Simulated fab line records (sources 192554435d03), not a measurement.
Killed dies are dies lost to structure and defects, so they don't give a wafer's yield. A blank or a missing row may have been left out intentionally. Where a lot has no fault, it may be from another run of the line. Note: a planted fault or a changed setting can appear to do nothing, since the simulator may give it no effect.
Split-lot study	flow n5Finfet	route with 1938 steps; 7 lots, 21 wafers read

== ON THE SPLIT ==
At N5_MOL_CONTACT_COAG_ETCH_91 (etches SOC in N2/H2, target depth 60 nm, overetch 21 nm, time 101.2 s), the setting timeS was moved away from the recipe's 101.2 s on 6 of the 21 wafers read, by -16.8% to +15.1%. All remaining wafers had this setting at the recipe value.

The reading is taken at the split's own step.

== THE READING ==
SiARC_of_MOL_CONTACT_COAG_COAT_76.thkNm (the simulator's own value, which no gauge read), in nm, at N5_MOL_CONTACT_COAG_ETCH_91 (etches SOC in N2/H2, target depth 60 nm, overetch 21 nm, time 101.2 s). No usual value for it is given in the file. Here, 15 wafers ran the recipe; their average is 5.8 nm with a standard deviation of 0.08 nm.

wafer	tool, chamber at the split	timeS as run, s	against the recipe	SiARC_of_MOL_CONTACT_COAG_COAT_76.thkNm, nm	against lot-mates on the recipe
L074.4	rieDiel-04, 2	86.93	-14.1%	6.4	+0.5
L074.5	rieDiel-04, 2	101.2	recipe	5.8	-
L074.6	rieDiel-04, 3	101.2	recipe	6	-
L075.3	rieDiel-04, 1	101.2	recipe	5.8	-
L075.5	rieDiel-04, 1	84.16	-16.8%	6.6	+0.8
L075.6	rieDiel-04, 2	84.16	-16.8%	6.4	+0.6
L082.2	rieDiel-04, 3	93.5	-7.6%	6.2	+0.4
L082.3	rieDiel-04, 0,2	101.2	recipe	5.8	-
L082.5	rieDiel-04, 0,2	101.2	recipe	5.8	-
L083.1	rieDiel-04, 0,3	101.2	recipe	5.8	-
L083.5	rieDiel-04, 0,3	101.2	recipe	5.8	-
L083.2	rieDiel-04, 3	112.2	+10.9%	5.4	-0.4
L084.1	rieDiel-04, 1,0,2	101.2	recipe	5.8	-
L084.3	rieDiel-04, 1,0,2	101.2	recipe	5.8	-
L084.4	rieDiel-04, 1,0,2	101.2	recipe	5.8	-
L085.3	rieDiel-04, 0	101.2	recipe	5.8	-
L085.4	rieDiel-04, 1	101.2	recipe	6	-
L085.6	rieDiel-04, 1	101.2	recipe	6	-
L092.2	rieDiel-02, 3	116.5	+15.1%	5.2	-0.6
L092.3	rieDiel-02, 1,0	101.2	recipe	5.8	-
L092.5	rieDiel-02, 1,0	101.2	recipe	5.8	-
Rows listing several chambers each stand for several wafers; the file does not say which wafer went through which chamber.

FIT RESULTS
A straight line over all 21 wafers: SiARC_of_MOL_CONTACT_COAG_COAT_76.thkNm changes by -0.0405 nm for each +1% of timeS; r = -0.97; the points scatter about the line by 0.08 nm.
The same after taking each lot's own level away (the mean of its wafers on the recipe; 21 wafers): -0.0401 nm for each +1%; r = -0.98; scatter 0.066 nm.
The reading moves by 0.67 nm for the largest change in timeS, on that fit.
Measured against the standard deviation above, the lots' own levels, which go from 5.80 to 5.93 nm, span 1.7 times it.
The two slopes agree, so the slope changes little with the lot-to-lot level.
Check: with one of the wafers moved furthest among these (-16.8%) left out of the fit, the line predicts +0.639 nm for it against its lot-mates. Against them it came out at +0.8 nm.

== OTHER SPLITS APPLIED TO THESE WAFERS ==
Other splits were also applied to these wafers ahead of the reading. Each is held against what the fit with the lots' levels taken away leaves over:
other split on the same wafers	wafers away from the commonest value	r with SiARC_of_MOL_CONTACT_COAG_COAT_76.thkNm (lot level and that fit taken away)
N5_GATE_CUT_COAT_34 spinRpm	7	-0.06
N5_MOL_CONTACT_COAG_ALD_27 timeS	10	-0.33
N5_MOL_CONTACT_COAG_ALD_131 aldCycles	10	-0.06

== THE FILE'S OWN FIT ==
SiARC_of_MOL_CONTACT_COAG_COAT_76.thkNm changes by -0.0398 nm for each +1% of timeS, r = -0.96.
